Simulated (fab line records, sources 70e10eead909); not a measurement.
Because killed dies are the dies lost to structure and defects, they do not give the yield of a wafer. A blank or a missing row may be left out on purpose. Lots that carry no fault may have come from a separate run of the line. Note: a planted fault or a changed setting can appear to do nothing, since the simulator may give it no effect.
fab line records ; flow nand-harc
record: lots: 12; wafers: 36; last-day: 24
route steps=1159 shown A_SLIT@794 A_WL_FILL@810 END@1159
lots untouched by any fault: they come from a run of this same line in which no faults occurred
start-h: hours from the record's opening day to when the first of the lot's shown wafers began ; wait-h: time in hours since the lot's previous step ; " as in the row above ; L1.1+2: one row covering several wafers at once ; - no value, or no start was given ; * or withheld: withheld ; < > ~ a bound
route shown NAME@n: NAME is a module with steps in the file, n the number in the route of the first one ; usual: average and standard deviation across the fault-free wafers ; same: alike in all rows ; chamber/n: place in a boat ; sites: readings site by site ; _std_site: how widely they spread, as a standard deviation ; _edge_site: the outer-site mean with the inner-site mean subtracted ; radius-mm: how far each site lies from the wafer's centre ; mask NAME#n: copy n ; behind: tool/chamber where the wafer was last shaped ; hold: why the lot was held/for how many hours/how that ended ; device: the transistor (n, p or np) that didn't switch ; end of line: the route-end tests of the same wafers ; a step with no rows: only its recipe ; killed: the dies lost at the first sort to structure and to defects; this is not the yield of the wafer ; map: the dies of a wafer, with x for killed, . for not killed, _ for no die there
set.NAME: the run value of the setting; set.NAME@STEP: its run value at that earlier step ; model.NAME: the simulator's own value behind a step, which no gauge read
a sample of lots followed through the steps of the route, with each step as a table and each wafer as a row
services: from which hour (start-h, from the record's first day; less than 0 if before it) a tool's chamber was out of use, for how many hours, and why
== steps ==
step: NHARC_A_SLIT_ETCH_24
recipe: target-depth-a: 1210; time-s: 60.5; cf4-flow-sccm: 100; chf3-flow-sccm: 30; ar-flow-sccm: 0; rf-w: 500; bias-w: 200; chemistry: CF4/CHF3
usual: drypump-motor-current-A: 5.8/0.44; oes-product-au: 0.959/0.018; rf-vpp-V: 371.8/1.8; showerhead-plenum-p-Torr: 1.61/0.049; throttle-valve-pct: 16.802/0.0095
lot.wafer;tool;chamber;start-h;wait-h;drypump-motor-current-A;oes-product-au;rf-hours-counter-h;rf-vpp-V;showerhead-plenum-p-Torr;throttle-valve-pct
L649.3;rie-diel-01;2;311.00;0.1;6.2;0.956;10;368.9;1.54;16.823
L649.1;rie-diel-01;3;311.00;0.1;6.3;0.962;11;372.8;1.63;16.797
L649.6;rie-diel-01;2;311.00;0.1;6.2;0.963;-;368.6;1.55;16.797
L652.1;rie-diel-01;2;331.25;0.1;6.2;0.975;0;369.1;1.55;16.788
L652.3;rie-diel-01;3;331.25;0.1;6.4;0.984;1;372.9;1.63;16.803
L652.4;rie-diel-01;1;331.25;0.1;5.2;0.945;1;372.0;1.59;16.804
L654.2;rie-diel-04;2;352.77;0.1;5.3;0.958;4;370.6;1.56;16.798
L654.5;rie-diel-04;1;352.77;0.1;5.9;0.936;-;373.4;1.65;16.809
L654.6;rie-diel-04;2;352.77;0.1;5.3;0.957;-;370.9;1.56;16.788
L655.4;rie-diel-01;2;369.27;0.1;6.2;0.946;3;370.1;1.54;16.816
L655.1;rie-diel-01;3;369.27;0.1;6.3;0.940;4;374.0;1.63;16.798
L655.6;rie-diel-01;1;369.27;0.1;5.2;0.939;-;371.6;1.59;16.799
L658.2;rie-diel-10;3;380.40;0.1;5.2;0.959;1;373.4;1.67;16.784
L658.1;rie-diel-10;2;380.40;0.1;5.3;0.951;1;372.8;1.67;16.804
L658.6;rie-diel-10;3;380.40;0.1;5.2;0.965;-;374.5;1.67;16.799
L657.2;rie-diel-04;1;382.06;0.1;5.9;0.972;6;373.7;1.65;16.819
L657.1;rie-diel-04;2;382.06;0.1;5.3;0.981;6;368.2;1.56;16.785
L657.3;rie-diel-04;3;382.06;0.1;5.4;0.993;6;371.2;1.57;16.804
L660.1;rie-diel-10;1;400.36;0.1;5.4;0.979;3;371.8;1.63;16.795
L660.4;rie-diel-10;2;400.36;0.1;5.3;0.974;3;373.7;1.67;16.802
L660.6;rie-diel-10;0;400.36;0.1;5.9;0.966;-;368.4;1.51;16.789
L666.3;rie-diel-01;2;427.34;0.1;6.2;0.948;9;370.9;1.54;16.807
L666.1;rie-diel-01;3;427.34;0.1;6.3;0.954;9;372.4;1.62;16.806
L666.6;rie-diel-01;3;427.34;0.1;6.4;0.951;-;372.6;1.62;16.802
L667.2;rie-diel-01;0;437.64;0.1;6.5;0.958;10;373.8;1.68;16.806
L667.5;rie-diel-01;0;437.64;0.1;6.5;0.938;-;375.3;1.68;16.785
L667.4;rie-diel-01;3;437.64;0.1;6.4;0.942;-;371.3;1.62;16.791
L668.1;rie-diel-04;0;446.45;0.1;5.7;0.928;11;370.8;1.58;16.793
L668.3;rie-diel-04;1;446.45;0.1;5.9;0.949;11;373.4;1.64;16.802
L668.5;rie-diel-04;0;446.45;0.1;5.7;0.925;-;370.4;1.58;16.806
L669.1;rie-diel-04;1;449.13;0.1;5.9;0.973;11;371.8;1.64;16.806
L669.3;rie-diel-04;2;449.13;0.1;5.3;0.942;12;369.3;1.56;16.800
L669.2;rie-diel-04;3;449.13;0.1;5.4;0.966;12;370.9;1.57;16.814
L670.1;rie-diel-01;2;449.49;0.1;6.2;0.921;10;369.8;1.54;16.792
L670.6;rie-diel-01;3;449.49;0.1;6.3;0.945;-;371.3;1.62;16.810
L670.5;rie-diel-01;0;449.49;0.1;6.5;0.959;-;374.2;1.68;16.799
step: NHARC_A_SLIT_ETCH_15
recipe: target-depth-a: 32000; over-etch-frac: 0.3; time-s: 832; ion-energy-ev: 150; o2-flow-sccm: 400; cos-flow-sccm: 20; ar-flow-sccm: 0; rf-w: 500; bias-w: 300; chemistry: O2/COS
usual: drypump-motor-current-A: 5.7/0.45; oes-product-au: 0.996/0.01; rf-vpp-V: 315.1/1.6; showerhead-plenum-p-Torr: 3.19/0.097; throttle-valve-pct: 28.329/0.0091
same: over-etch-frac: 0.3
lot.wafer;tool;chamber;start-h;wait-h;drypump-motor-current-A;oes-product-au;rf-hours-counter-h;rf-vpp-V;showerhead-plenum-p-Torr;throttle-valve-pct
L649.1;rie-diel-01;0;-;-;6.5;0.999;11;317.2;3.33;28.319
L649.3;rie-diel-01;3;-;-;6.3;0.985;11;316.5;3.23;28.330
L649.6;rie-diel-01;1;-;-;5.2;0.999;-;313.1;3.15;28.336
L652.3;rie-diel-01;3;-;-;6.3;0.990;1;314.6;3.23;28.302
L652.1;rie-diel-01;0;-;-;6.5;0.994;1;318.4;3.33;28.336
L652.4;rie-diel-01;2;-;-;6.2;0.984;1;313.5;3.07;28.318
L654.2;rie-diel-04;1;-;-;5.9;0.991;3;315.6;3.27;28.350
L654.5;rie-diel-04;3;-;-;5.4;1.006;-;314.3;3.13;28.316
L654.6;rie-diel-04;0;-;-;5.8;0.985;-;315.4;3.13;28.327
L655.4;rie-diel-01;1;-;-;5.2;0.986;3;315.3;3.15;28.325
L655.1;rie-diel-01;2;-;-;6.2;0.982;3;314.1;3.06;28.322
L655.6;rie-diel-01;2;-;-;6.2;0.982;-;311.7;3.06;28.323
L658.2;rie-diel-10;3;-;-;5.2;0.991;1;315.5;3.31;28.321
L658.1;rie-diel-10;0;-;-;5.9;0.997;1;312.8;3.00;28.336
L658.6;rie-diel-10;2;-;-;5.4;0.999;-;315.9;3.31;28.323
L657.2;rie-diel-04;1;-;-;5.9;1.002;6;316.1;3.26;28.348
L657.3;rie-diel-04;2;-;-;5.4;1.005;6;313.5;3.10;28.337
L657.1;rie-diel-04;0;-;-;5.8;0.984;6;313.4;3.13;28.323
L660.1;rie-diel-10;2;-;-;5.4;1.000;3;318.8;3.31;28.350
L660.4;rie-diel-10;0;-;-;6.0;1.005;3;313.0;3.00;28.320
L660.6;rie-diel-10;2;-;-;5.4;0.989;-;316.8;3.31;28.325
L666.1;rie-diel-01;3;-;-;6.3;0.986;9;316.0;3.22;28.340
L666.3;rie-diel-01;2;-;-;6.2;0.988;9;312.4;3.06;28.332
L666.6;rie-diel-01;2;-;-;6.2;0.980;-;313.7;3.06;28.331
L667.2;rie-diel-01;3;-;-;6.3;0.978;11;315.4;3.22;28.330
L667.4;rie-diel-01;3;-;-;6.3;0.998;-;314.9;3.22;28.345
L667.5;rie-diel-01;1;-;-;5.2;0.995;-;314.9;3.14;28.332
L668.3;rie-diel-04;3;-;-;5.4;1.010;11;313.7;3.12;28.343
L668.1;rie-diel-04;0;-;-;5.8;0.987;11;313.7;3.13;28.331
L668.5;rie-diel-04;3;-;-;5.4;1.011;-;314.5;3.12;28.340
L669.2;rie-diel-04;0;-;-;5.8;0.999;11;314.9;3.13;28.317
L669.1;rie-diel-04;2;-;-;5.3;1.000;12;314.5;3.09;28.328
L669.3;rie-diel-04;3;-;-;5.4;1.020;12;315.0;3.12;28.327
L670.1;rie-diel-01;3;-;-;6.3;0.997;12;316.7;3.22;28.333
L670.5;rie-diel-01;3;-;-;6.3;0.985;-;314.7;3.22;28.312
L670.6;rie-diel-01;0;-;-;6.5;0.995;-;315.0;3.33;28.329
step: NHARC_A_WL_FILL_RTA_01
recipe: temp-c: 1000; time-s: 5
usual: lamp-power-pct: 31/4.4; wafer_temp_C_max: 1003.4/0.92
lot.wafer;tool;chamber;start-h;wait-h;lamp-power-pct;wafer_temp_C_max
L649.1;rtp-anneal-02;0;330.19;-;36;1003.2
L649.3;rtp-anneal-02;0;330.19;-;36;1001.7
L649.6;rtp-anneal-02;0;330.19;-;36;1002.0
L652.1;rtp-anneal-01;0;343.81;-;27;1004.5
L652.3;rtp-anneal-01;0;343.81;-;27;1003.8
L652.4;rtp-anneal-01;0;343.81;-;27;1003.3
L654.2;rtp-anneal-02;0;364.22;0.3;36;1003.7
L654.5;rtp-anneal-02;0;364.22;0.3;36;1002.7
L654.6;rtp-anneal-02;0;364.22;0.3;36;1002.2
L655.1;rtp-anneal-01;0;382.35;-;27;1004.6
L655.4;rtp-anneal-01;0;382.35;-;27;1005.7
L655.6;rtp-anneal-01;0;382.35;-;27;1003.2
L658.1;rtp-anneal-02;0;391.86;-;36;1003.1
L658.2;rtp-anneal-02;0;391.86;-;36;1003.4
L658.6;rtp-anneal-02;0;391.86;-;36;1002.4
L657.1;rtp-anneal-02;0;396.47;-;36;1001.9
L657.2;rtp-anneal-02;0;396.47;-;36;1003.7
L657.3;rtp-anneal-02;0;396.47;-;36;1003.0
L660.1;rtp-anneal-01;0;412.25;-;27;1005.2
L660.4;rtp-anneal-01;0;412.25;-;27;1004.2
L660.6;rtp-anneal-01;0;412.25;-;27;1005.1
L666.1;rtp-anneal-01;0;439.66;-;27;1004.1
L666.3;rtp-anneal-01;0;439.66;-;27;1004.0
L666.6;rtp-anneal-01;0;439.66;-;27;1005.7
L667.2;rtp-anneal-02;0;449.75;-;36;1003.1
L667.4;rtp-anneal-02;0;449.75;-;36;1003.4
L667.5;rtp-anneal-02;0;449.75;-;36;1003.2
L668.1;rtp-anneal-01;0;457.77;-;27;1002.3
L668.3;rtp-anneal-01;0;457.77;-;27;1003.6
L668.5;rtp-anneal-01;0;457.77;-;27;1002.7
L669.1;rtp-anneal-02;0;462.65;-;36;1002.5
L669.2;rtp-anneal-02;0;462.65;-;36;1003.3
L669.3;rtp-anneal-02;0;462.65;-;36;1004.0
L670.1;rtp-anneal-01;0;463.39;-;27;1003.7
L670.5;rtp-anneal-01;0;463.39;-;27;1004.1
L670.6;rtp-anneal-01;0;463.39;-;27;1003.3
step: NHARC_A_WL_FILL_ETCHBACK_05
recipe: target-depth-a: 220; time-s: 60; temp-c: 40; chemistry: Cl2/BCl3
usual: chamber-pressure-mTorr: 10.000/0.009; drypump-motor-current-A: 5.7/0.34; oes-product-au: 0.998/0.009
lot.wafer;tool;chamber;start-h;wait-h;chamber-pressure-mTorr;drypump-motor-current-A;oes-product-au;rf-hours-counter-h
L649.1;rie-metal-03;0;338.19;0.2;9.996;6.1;1.009;2.0
L649.3;rie-metal-03;0;338.19;0.2;9.991;6.1;0.999;-
L649.6;rie-metal-03;0;338.19;0.2;10.006;6.1;1.015;-
L652.1;rie-metal-02;1;348.13;0.2;10.003;5.6;0.995;3.8
L652.3;rie-metal-02;1;348.13;0.2;10.009;5.6;0.981;-
L652.4;rie-metal-02;0;348.13;0.2;10.000;5.3;1.017;-
L654.2;rie-metal-03;1;375.59;0.2;9.996;6.2;0.993;2.7
L654.5;rie-metal-03;0;375.59;0.2;9.997;6.1;1.005;-
L654.6;rie-metal-03;1;375.59;0.2;9.996;6.3;0.999;-
L655.1;rie-metal-03;1;386.54;0.2;9.997;6.2;0.984;3.1
L655.4;rie-metal-03;1;386.54;0.2;10.007;6.2;0.997;-
L655.6;rie-metal-03;0;386.54;0.2;10.000;6.1;1.007;-
L658.2;rie-metal-03;0;400.70;0.2;-;-;-;-
L658.1;rie-metal-03;1;400.70;0.2;-;-;-;-
L658.6;rie-metal-03;0;400.70;0.2;-;-;-;-
L657.2;rie-metal-01;1;404.13;0.2;-;-;-;-
L657.1;rie-metal-01;0;404.13;0.2;-;-;-;-
L657.3;rie-metal-01;1;404.13;0.2;-;-;-;-
L660.1;rie-metal-03;0;419.01;0.2;9.998;6.1;1.008;4.1
L660.4;rie-metal-03;0;419.01;0.2;10.012;6.1;1.008;-
L660.6;rie-metal-03;0;419.01;0.2;10.015;6.1;0.998;-
L666.1;rie-metal-01;0;445.86;0.2;9.995;5.7;0.992;3.1
L666.3;rie-metal-01;0;445.86;0.2;10.008;5.7;0.988;-
L666.6;rie-metal-01;1;445.86;0.2;10.004;5.4;0.998;-
L667.2;rie-metal-01;1;453.91;0.2;10.007;5.4;0.989;3.3
L667.4;rie-metal-01;1;453.91;0.2;9.999;5.4;1.001;-
L667.5;rie-metal-01;1;453.91;0.2;9.998;5.4;1.011;-
L668.1;rie-metal-01;1;461.98;0.2;9.998;5.3;0.989;3.6
L668.3;rie-metal-01;1;461.98;0.2;10.008;5.4;0.985;-
L668.5;rie-metal-01;1;461.98;0.2;9.973;5.4;0.991;-
L669.2;rie-metal-01;1;470.83;0.2;10.017;5.4;1.000;3.8
L669.1;rie-metal-01;0;470.83;0.2;9.997;5.8;0.987;3.8
L669.3;rie-metal-01;0;470.83;0.2;9.990;5.8;0.991;-
L670.1;rie-metal-03;1;471.32;0.2;9.996;6.3;0.980;0.4
L670.6;rie-metal-03;0;471.32;0.2;9.975;6.1;1.002;-
L670.5;rie-metal-03;1;471.32;0.2;10.007;6.2;0.991;-
step: NHARC_END_SORT_01
recipe: temp-c: 25
usual: killed-at-array: 26/9; killed-at-other: 0.8/1.2; killed-at-periphery: 3.2/2.3; killed-dies: 30/9.1; killed-open: 3.5/2; killed-short: 1.8/1.4
same: gross-dies: 677
lot.wafer;tool;chamber;start-h;wait-h;killed-at-array;killed-at-other;killed-at-periphery;killed-dies;killed-open;killed-short
L658.1;prober-01;0;491.29;2.5;674;1;2;677;1;2
L658.2;prober-01;0;492.09;2.8;667;4;6;677;6;2
L658.6;prober-01;0;495.32;4.0;674;1;2;677;3;2
L657.1;prober-01;0;501.77;2.5;673;1;3;677;3;3
L657.2;prober-01;0;502.57;2.8;675;0;2;677;2;1
L657.3;prober-01;0;503.37;3.1;674;0;3;677;2;3
killed by level:class
L658.1 A_WL_FILL:area-etchback=650 A_SLIT:chamber-film-flake=14 A_STAIRCASE:chamber-film-flake=4 A_CONTACT:chamber-film-flake=2 P_M0:geometric-particle:open=1 P_M1:geometric-particle:short=1 A_ONON_D1:geometric-particle:short=1 A_ZERO_WELL:chamber-film-flake=1
L658.2 A_WL_FILL:area-etchback=650 A_SLIT:chamber-film-flake=8 THIN_TSV:chamber-film-flake=4 A_CONTACT:chamber-film-flake=3 P_CONTACT:geometric-particle:short=2 P_M0:geometric-particle:open=2 A_STAIRCASE:chamber-film-flake=2 P_CONTACT:geometric-particle:open=1
L658.6 A_WL_FILL:area-etchback=652 A_SLIT:chamber-film-flake=9 A_STAIRCASE:chamber-film-flake=3 P_CONTACT:geometric-particle:open=2 A_CONTACT:chamber-film-flake=2 A_CHANNEL_HOLE_D1:chamber-film-flake=2 A_WL_FILL:chamber-film-flake=2 A_CONTACT:geometric-particle:open=1
L657.1 A_WL_FILL:area-etchback=644 A_CHANNEL_HOLE_D1:chamber-film-flake=19 A_CONTACT:chamber-film-flake=3 A_STAIRCASE:chamber-film-flake=2 P_CONTACT:geometric-particle:open=1 A_CHANNEL_FILL_D1:geometric-particle:short=1 A_CHANNEL_FILL_D1:geometric-particle:open=1 A_BLC:geometric-particle:short=1
L657.2 A_WL_FILL:area-etchback=654 A_CHANNEL_HOLE_D1:chamber-film-flake=16 A_CONTACT:chamber-film-flake=3 P_M0:geometric-particle:open=1 A_CHANNEL_FILL_D1:geometric-particle:open=1 A_SGD_CUT:geometric-particle:short=1 P_GATE:chamber-film-flake=1
L657.3 A_WL_FILL:area-etchback=649 A_CHANNEL_HOLE_D1:chamber-film-flake=19 A_CONTACT:chamber-film-flake=2 P_GATE:geometric-particle:open=1 P_M2:geometric-particle:open=1 A_CHANNEL_HOLE_D1:geometric-particle:short=1 A_CHANNEL_FILL_D1:geometric-particle:short=1 A_CONTACT:geometric-particle:short=1
== services ==
tool;chamber;start-h;hours;kind
rie-diel-04;-;288.90;9.0;pm
rie-diel-10;0;289.48;9.3;repair
rie-diel-01;0;293.82;-;clean
rie-diel-01;1;293.82;-;clean
rie-diel-01;2;293.82;-;clean
rie-diel-01;3;293.82;-;clean
rtp-anneal-02;-;300.24;12.0;pm
rie-diel-10;2;305.05;11.3;repair
rie-metal-02;-;310.88;0.9;repair
rie-diel-01;-;314.82;9.0;pm
rie-diel-10;2;317.76;3.8;repair
rie-metal-01;-;332.00;9.0;pm
rie-diel-10;3;352.80;4.0;repair
rie-diel-10;-;353.50;9.0;pm
rie-metal-02;-;388.00;9.0;pm
rie-diel-01;1;406.00;23.6;repair
rie-diel-04;-;427.13;1.2;repair
rie-diel-01;2;435.83;8.0;repair
rie-metal-03;-;453.00;9.0;pm
rie-metal-02;1;457.24;5.4;repair
rie-diel-01;-;462.18;0.1;repair
rie-diel-01;3;462.35;7.8;repair
rie-metal-01;1;465.44;3.0;repair
rie-diel-04;-;465.90;9.0;pm
== key ==
first-sign: step: NHARC_A_WL_FILL_ETCHBACK_05; reading: tool-record; direction: missing
effect: step: NHARC_END_SORT_01; reading: killed-at-array; direction: up; sigmas: 72; usual: 26; struck: 673
more-kills-born-at: NHARC_A_WL_FILL_ETCHBACK_05@rie-metal-03: 1952; NHARC_A_WL_FILL_ETCHBACK_05@rie-metal-01: 1947
met-at NHARC_A_WL_FILL_ETCHBACK_05
struck-lots L657,L658
later-rows-left-out L657.1,L657.2,L657.3,L658.1,L658.2,L658.6
tester-left-out L657,L658
not-acting-at NHARC_A_SLIT_ETCH_24,NHARC_A_SLIT_ETCH_15,NHARC_A_WL_FILL_RTA_01
onset-between 386.54 400.70
fault: kind: skipped-step-whole; tool: rie-metal-01,rie-metal-03; chamber: -; onset-h: 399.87; steps: NHARC_A_WL_FILL_ETCHBACK_05; scope: struck-lots-only
tester-left-out: of these lots the tester's yield and bins aren't shown, on N5 and GAA mostly nor the transistor test; their killed dies are dies lost to structure and defects alone, not to doping, threshold or leakage, so they don't give the yield
later-rows-left-out: the simulator's readings of these wafers behind a module that went badly wrong aren't trusted and aren't shown, but for the sort
